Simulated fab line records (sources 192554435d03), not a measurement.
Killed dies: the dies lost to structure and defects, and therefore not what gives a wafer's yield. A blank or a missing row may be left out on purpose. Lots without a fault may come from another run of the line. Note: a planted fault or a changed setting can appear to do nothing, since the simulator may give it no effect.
fab line records    flow n5-finfet
record: lots: 10  wafers: 30  last-day: 17
route steps=1938 shown BEOL_M14@1731 PASSIVATION@1936
lots untouched by any fault: they come from a run of this same line in which no faults occurred
start-h: hours from the record's first day to the start of the lot's first wafer shown    wait-h: time in hours since the lot's previous step    " unchanged from the row above    L1.1+2: a single row standing in for several wafers    - value missing, or start not given    * or withheld: withheld    < > ~ a bound
route shown NAME@n: names a module that has steps shown in the file, with the first one's number in the route    usual: the fault-free wafers' mean and standard deviation    same: alike in all rows    chamber/n: place in a boat    sites: per-site readings    _std_site: the standard deviation of these    _edge_site: the outer-site mean with the inner-site mean subtracted    radius-mm: for every site, how far away it sits from the centre of the wafer    mask NAME#n: copy n    behind: the most recent tool/chamber to have shaped the wafer    hold: what put the lot on hold/how long, in hours/how the hold closed    device: whichever transistor did not switch (one of n, p or np)    end of line: tests of these same wafers at the route's end    step lacking rows: just its recipe    killed: count of dies lost to structure and defects at first sort (not the wafer's yield)    map: the dies of a wafer, with x for killed, . for not killed, _ for no die there
set.NAME: the run value of the setting; set.NAME@STEP: its run value at that earlier step    model.NAME: the simulator's own value behind a step, which no gauge read
a sample of lots followed through the steps of the route, with each step as a table and each wafer as a row
services: when a tool's chamber went out of use (start-h, in hours from the record's first day, below 0 if earlier), for how many hours, and the reason
== steps ==
step: N5_BEOL_M14_VIA_ETCH_16
recipe: chemistry: C4F8/O2/Ar  target: SiO2  he-inner-torr: 15  he-outer-torr: 30  target-depth-a: 12313  time-s: withheld  ion-energy-ev: 800  pressure-mtorr: 20  source-w: 1905  bias-w: 2040  Ar_flow_sccm: 400  C4F8_flow_sccm: 16  O2_flow_sccm: 12  ends: cleared
usual: drypump-motor-current-A: 5.9/0.36  oes-product-au: 0.72/0.083  rf-vpp-V: 2226/23  showerhead-plenum-p-Torr: 3.45/0.085  throttle-valve-pct: 30.91/0.23
lot.wafer  tool         chamber  start-h  wait-h  drypump-motor-current-A  oes-product-au  rf-vpp-V  showerhead-plenum-p-Torr  throttle-valve-pct
L854.4     rie-diel-05  3        227.76   0.1     5.8                      0.75            2188      3.35                      30.88
L854.5     "            2        "        "       5.5                      0.76            2264      3.47                      30.74
L854.6     "            1        "        "       5.5                      0.62            2258      3.53                      30.86
L855.1     rie-diel-04  1        243.90   0.0     6.5                      0.85            2211      3.52                      30.90
L855.3     "            2        "        "       6.1                      0.66            2225      3.40                      31.20
L855.6     "            1        "        "       6.4                      0.85            2211      3.52                      30.87
L857.1     rie-diel-04  2        254.36   0.0     6.1                      0.66            2228      3.40                      31.20
L857.2     "            1        "        "       6.5                      0.85            2210      3.51                      30.92
L857.5     "            2        "        "       6.1                      0.66            2225      3.40                      31.21
L858.1     rie-diel-03  1        270.84   0.0     5.5                      0.65            2190      3.28                      30.39
L858.3     "            0        "        "       5.7                      0.89            2254      3.51                      30.90
L858.5     "            2        "        "       5.7                      0.76            2237      3.61                      30.56
L860.1     rie-diel-03  2        276.21   0.0     5.7                      0.75            2236      3.61                      30.54
L860.4     "            3        "        "       5.5                      0.63            2217      3.40                      31.15
L860.6     "            1        "        "       5.4                      0.65            2191      3.28                      30.39
L861.3     rie-diel-05  0        276.70   0.0     5.6                      0.74            2215      3.63                      30.67
L861.4     "            2        "        "       5.5                      0.72            2263      3.46                      30.75
L861.5     "            2        "        "       5.5                      0.73            2263      3.46                      30.75
L866.1     rie-diel-04  1        307.65   0.0     6.4                      0.82            2209      3.50                      30.93
L866.2     "            2        "        "       6.1                      0.65            2225      3.39                      31.21
L866.6     "            3        "        "       6.2                      0.65            2215      3.40                      31.16
L871.1     rie-diel-03  3        356.09   0.0     5.5                      0.62            2214      3.39                      31.18
L871.2     "            0        "        "       5.6                      0.81            2251      3.49                      30.92
L871.6     "            2        "        "       5.8                      0.73            2235      3.59                      30.59
L874.1     rie-diel-04  1        375.91   0.0     6.5                      0.78            2209      3.49                      30.92
L874.4     "            1        "        "       6.5                      0.79            2209      3.49                      30.95
L874.6     "            0        "        "       6.3                      0.82            2249      3.49                      30.65
L873.3     rie-diel-04  0        378.90   0.0     6.3                      0.82            2248      3.49                      30.64
L873.4     "            2        "        "       6.1                      0.63            2225      3.37                      31.23
L873.6     "            1        "        "       6.5                      0.77            2207      3.49                      30.91
step: N5_BEOL_M14_OVL_MEAS_29
recipe: points-per-wafer: 44
usual: M14_OVL: 3/6.1
lot.wafer  tool        chamber  start-h  wait-h  M14_OVL[nm]
L854.4     overlay-01  0        228.50   0.0     10
L854.5     "           0        "        "       -6
L854.6     "           0        "        "       1
L855.1     overlay-01  0        244.75   0.0     7
L855.3     "           0        "        "       7
L855.6     "           0        "        "       6
L857.1     overlay-02  0        255.23   0.0     9
L857.2     "           0        "        "       5
L857.5     "           0        "        "       -3
L858.1     overlay-02  0        271.68   0.0     -1
L858.3     "           0        "        "       -3
L858.5     "           0        "        "       1
L860.1     overlay-01  0        276.92   0.0     3
L860.4     "           0        "        "       14
L860.6     "           0        "        "       4
L861.3     overlay-02  0        277.41   0.0     5
L861.4     "           0        "        "       5
L861.5     "           0        "        "       -3
L866.1     overlay-01  0        308.48   0.0     -12
L866.2     "           0        "        "       -6
L866.6     "           0        "        "       -7
L871.1     overlay-01  0        356.79   0.0     14
L871.2     "           0        "        "       5
L871.6     "           0        "        "       10
L874.1     overlay-01  0        376.74   0.0     -3
L874.4     "           0        "        "       -9
L874.6     "           0        "        "       3
L873.3     overlay-02  0        379.60   0.0     5
L873.4     "           0        "        "       8
L873.6     "           0        "        "       11
step: N5_BEOL_M14_SPUTTER_44
recipe: material: Ta  target-thk-a: 150  temp-c: 50  bias-v: 80  power-w: 15000  chamber-pressure-pa: 0.07  time-s: 24.19
usual: throttle-valve-pct: 29.7/0.83
lot.wafer  tool            chamber  start-h  wait-h  throttle-valve-pct
L854.4     pvd-sputter-02  -        230.56   0.0     29.8
L854.5     "               -        "        "       29.2
L854.6     "               -        "        "       30.0
L855.1     pvd-sputter-02  -        248.00   0.0     28.6
L855.3     "               -        "        "       29.1
L855.6     "               -        "        "       29.0
L857.1     pvd-sputter-01  -        257.53   0.0     30.0
L857.2     "               -        "        "       32.1
L857.5     "               -        "        "       31.7
L858.1     pvd-sputter-02  -        273.37   0.0     29.0
L858.3     "               -        "        "       28.8
L858.5     "               -        "        "       30.4
L860.1     pvd-sputter-03  -        279.30   0.0     31.9
L860.4     "               -        "        "       29.1
L860.6     "               -        "        "       29.4
L861.3     pvd-sputter-02  -        282.83   0.0     30.0
L861.4     "               -        "        "       28.9
L861.5     "               -        "        "       30.0
L866.1     pvd-sputter-02  -        314.80   0.0     29.7
L866.2     "               -        "        "       29.3
L866.6     "               -        "        "       28.9
L871.1     pvd-sputter-03  -        358.34   0.0     28.8
L871.2     "               -        "        "       30.1
L871.6     "               -        "        "       31.6
L874.1     pvd-sputter-01  -        382.13   0.0     30.0
L874.4     "               -        "        "       30.9
L874.6     "               -        "        "       32.0
L873.3     pvd-sputter-01  -        382.57   0.0     32.0
L873.4     "               -        "        "       29.8
L873.6     "               -        "        "       30.8
step: N5_BEOL_M14_SPUTTER_45
recipe: material: Cu  target-thk-a: 1000  temp-c: -20  bias-v: 60  power-w: 26000  chamber-pressure-pa: 0.13  time-s: 16.67
usual: throttle-valve-pct: 29.7/0.82
lot.wafer  tool            chamber  start-h  wait-h  throttle-valve-pct
L854.4     pvd-sputter-02  -        230.64   0.0     30.1
L854.5     "               -        "        "       29.0
L854.6     "               -        "        "       30.1
L855.1     pvd-sputter-02  -        248.08   0.0     29.4
L855.3     "               -        "        "       29.1
L855.6     "               -        "        "       29.0
L857.1     pvd-sputter-01  -        257.61   0.0     30.0
L857.2     "               -        "        "       32.0
L857.5     "               -        "        "       31.8
L858.1     pvd-sputter-02  -        273.45   0.0     29.1
L858.3     "               -        "        "       29.0
L858.5     "               -        "        "       29.7
L860.1     pvd-sputter-03  -        279.38   0.0     31.4
L860.4     "               -        "        "       29.0
L860.6     "               -        "        "       29.4
L861.3     pvd-sputter-02  -        282.91   0.0     30.0
L861.4     "               -        "        "       29.3
L861.5     "               -        "        "       29.8
L866.1     pvd-sputter-02  -        314.88   0.0     30.0
L866.2     "               -        "        "       29.2
L866.6     "               -        "        "       29.0
L871.1     pvd-sputter-03  -        358.42   0.0     29.3
L871.2     "               -        "        "       29.9
L871.6     "               -        "        "       31.5
L874.1     pvd-sputter-01  -        382.21   0.0     30.0
L874.4     "               -        "        "       30.5
L874.6     "               -        "        "       31.9
L873.3     pvd-sputter-01  -        382.65   0.0     31.8
L873.4     "               -        "        "       30.2
L873.6     "               -        "        "       30.7
step: N5_BEOL_M14_CMP_49
recipe: stop-on: SiO2  t-overpolish-s: 5.2  down-force-psi: 2  platen-rpm: 80  clearing-platen-down-force-psi: 2  clearing-platen-rpm: 80  post-cmp-clean: cu-alkaline  target-thk-nm: 560  clearing-platen-pad-velocity-m-s: 1.5917  pad-velocity-m-s: 1.5917
usual: barrier-field-endpoint-s: 11.24/0.26  edge-zone-pressure-frac: 1.000/0.0047  motor-current-A: 7.9/0.63
lot.wafer  tool    chamber  start-h  wait-h  barrier-field-endpoint-s  edge-zone-pressure-frac  motor-current-A
L854.4     cmp-02  1        231.55   0.2     11.34                     1.000                    8.2
L854.6     "       0        "        "       11.43                     0.995                    6.7
L854.5     "       1        "        "       11.40                     0.999                    8.4
L855.1     cmp-01  0        248.76   0.3     11.18                     0.993                    7.6
L855.3     "       1        "        "       11.13                     0.996                    7.9
L855.6     "       3        "        "       11.28                     0.995                    7.8
L857.1     cmp-02  1        258.36   0.3     10.64                     0.999                    8.5
L857.2     "       3        "        "       10.76                     1.005                    8.1
L857.5     "       2        "        "       10.51                     1.002                    7.9
L858.3     cmp-02  0        274.33   0.2     11.22                     0.995                    6.5
L858.1     "       1        "        "       11.13                     1.001                    8.5
L858.5     "       0        "        "       11.04                     0.997                    6.8
L860.1     cmp-03  2        279.98   0.3     11.33                     1.001                    8.2
L860.4     "       1        "        "       11.20                     1.007                    8.1
L860.6     "       2        "        "       11.31                     1.001                    8.2
L861.3     cmp-02  3        283.51   0.2     11.77                     1.003                    8.2
L861.4     "       1        "        "       11.48                     1.001                    8.9
L861.5     "       0        "        "       11.41                     0.990                    6.9
L866.1     cmp-02  0        316.22   0.3     11.09                     1.001                    6.6
L866.2     "       3        "        "       13.09                     1.002                    7.7
L866.6     "       1        "        "       11.11                     0.998                    8.5
L871.2     cmp-03  3        359.02   0.2     11.18                     1.004                    8.3
L871.1     "       2        "        "       11.22                     1.005                    7.7
L871.6     "       0        "        "       11.30                     0.999                    8.0
L874.1     cmp-03  2        383.39   0.3     11.28                     0.997                    8.1
L874.4     "       3        "        "       11.21                     1.008                    8.5
L874.6     "       1        "        "       11.74                     1.004                    8.4
L873.3     cmp-03  1        383.58   0.2     11.68                     1.002                    8.8
L873.4     "       0        "        "       11.48                     1.003                    8.6
L873.6     "       2        "        "       11.65                     1.003                    8.3
step: N5_PASSIVATION_PROBE_49
usual: defect-limited-yield: 91.3/1.4  killed_at_M0_to_M3: 35/11  killed_at_M4_up: 14/5.4  killed-at-contacts: 12/6.2  killed-at-front-end: 38/11  killed-at-other: 4.1/2.8  killed-dies: 103/17  killed-open: 66/13  killed-short: 34/8.2  sort_bin_5_function: 5.1/0.89  sort_bin_6_memory: 3.3/0.72  sort-n-pass: 1077/17  sort-yield-pct: 91.3/1.4
same: gross-dies: 1180  killed-at-back-side: 0  sort_bin_4_leakage[%]: 0  sort_bin_8_speed[%]: 0
lot.wafer  tool       chamber  start-h  wait-h  defect-limited-yield[%]  killed_at_M0_to_M3  killed_at_M4_up  killed-at-contacts  killed-at-front-end  killed-at-other  killed-dies  killed-open  killed-short  sort_bin_5_function[%]  sort_bin_6_memory[%]  sort-n-pass  sort-yield-pct[%]
L854.4     prober-02  -        252.27   0.2     93.1                     27                  10               3                   39                   3                82           56           23            3.9                     2.9                   1098         93.1
L854.5     prober-02  -        252.32   0.2     93.6                     26                  14               7                   27                   2                76           42           32            3.3                     2.7                   1104         93.6
L854.6     prober-02  -        252.37   0.3     94.3                     21                  12               3                   28                   3                67           30           32            3.4                     2.2                   1113         94.3
L873.3     prober-02  -        411.05   0.1     90.2                     33                  14               13                  55                   1                116          80           34            5.9                     3.6                   1064         90.2
L873.4     prober-02  -        411.10   0.2     89.6                     25                  11               15                  71                   1                123          86           34            5.6                     4.5                   1057         89.6
L873.6     prober-02  -        411.20   0.3     88.9                     62                  9                12                  48                   0                131          91           37            6.4                     4.6                   1049         88.9
killed by level:class
L854.4 DUMMY_GATE:geometric-particle:open=8 BEOL_M0_SAQP:geometric-particle:open=7 FIN_SAQP:geometric-particle:open=6 FIN_SAQP:geometric-particle:short=6 STI_FIN_REVEAL:geometric-particle:open=6 BEOL_M3:geometric-particle:open=6 BEOL_M0_SAQP:geometric-particle:short=5 GATE_CUT:geometric-particle:short=4
L854.5 BEOL_M2:geometric-particle:open=7 BEOL_M0_SAQP:geometric-particle:short=6 BEOL_M4:geometric-particle:short=5 FIN_SAQP:geometric-particle:open=4 FIN_SAQP:geometric-particle:short=4 MOL_CONTACT_COAG:geometric-particle:open=4 BEOL_M2:geometric-particle:short=3 BEOL_M3:geometric-particle:open=3
L854.6 BEOL_M0:geometric-particle:open=8 GATE_CUT:geometric-particle:short=6 ILD0:geometric-particle:short=4 BEOL_M0_SAQP:geometric-particle:short=4 STI_FIN_REVEAL:geometric-particle:open=3 DUMMY_GATE:geometric-particle:open=3 STI_FIN_REVEAL:geometric-particle:short=3 MOL_CONTACT_COAG:geometric-particle:open=3
L873.3 FIN_SAQP:geometric-particle:open=19 STI_FIN_REVEAL:geometric-particle:open=13 MOL_CONTACT_COAG:geometric-particle:open=10 BEOL_M1:geometric-particle:open=8 FIN_SAQP:geometric-particle:short=6 BEOL_M3:geometric-particle:open=6 STI_FIN_REVEAL:geometric-particle:short=5 BEOL_M3:geometric-particle:short=5
L873.4 FIN_SAQP:geometric-particle:open=23 STI_FIN_REVEAL:geometric-particle:open=15 MOL_CONTACT_COAG:geometric-particle:open=13 FIN_SAQP:geometric-particle:short=10 BEOL_M3:geometric-particle:open=9 STI_FIN_REVEAL:geometric-particle:short=6 DUMMY_GATE:geometric-particle:open=4 BEOL_M4:geometric-particle:open=4
L873.6 FIN_SAQP:geometric-particle:open=26 BEOL_M0_SAQP:geometric-particle:short=16 BEOL_M1:geometric-particle:open=15 BEOL_M0_SAQP:geometric-particle:open=11 BEOL_M3:geometric-particle:open=10 MOL_CONTACT_COAG:geometric-particle:open=9 FIN_SAQP:geometric-particle:short=6 STI_FIN_REVEAL:geometric-particle:open=3
== services ==
tool            chamber  start-h  hours  kind
cmp-03          -        204.25   0.4    repair
cmp-02          -        213.47   1.6    repair
rie-diel-05     0        219.57   8.4    repair
cmp-02          -        225.03   1.2    repair
rie-diel-05     2        241.26   2.6    repair
cmp-02          -        253.86   1.7    repair
rie-diel-05     0        255.58   11.1   repair
cmp-02          -        263.48   4.0    pm
cmp-01          -        264.83   4.0    pm
rie-diel-04     0        266.18   6.3    repair
cmp-01          -        278.43   11.6   pm
cmp-02          -        282.39   0.8    repair
cmp-03          -        288.57   3.1    pm
rie-diel-05     -        299.94   2.8    pm
pvd-sputter-02  -        317.00   6.5    repair
rie-diel-03     -        321.59   0.2    repair
rie-diel-03     3        327.58   11.6   repair
rie-diel-04     1        328.03   7.2    repair
cmp-01          -        333.78   6.5    pm
rie-diel-04     3        367.57   8.4    repair
cmp-02          -        373.27   5.7    pm
cmp-03          -        380.43   0.4    repair
cmp-02          -        381.30   0.8    repair
cmp-01          -        383.00   1.1    repair
== key ==
first-sign: step: N5_BEOL_M14_CMP_49  reading: barrier-field-endpoint-s  direction: up  sigmas: 7.1  usual: 11.24  struck: 13.09
effect none on later readings
met-at N5_BEOL_M14_SPUTTER_44
struck-lots L866
struck-wafers L866.2
not-acting-at N5_BEOL_M14_VIA_ETCH_16,N5_BEOL_M14_OVL_MEAS_29,N5_BEOL_M14_SPUTTER_45
fault: kind: process-parameter-drift  tool: pvd-sputter-02  chamber: -  onset-h: 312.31  steps: N5_BEOL_M14_SPUTTER_44  channel: time-s  offset: *  shape: step  end-h: 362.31  acts-in: *  stated: *  scope: struck-wafers-only
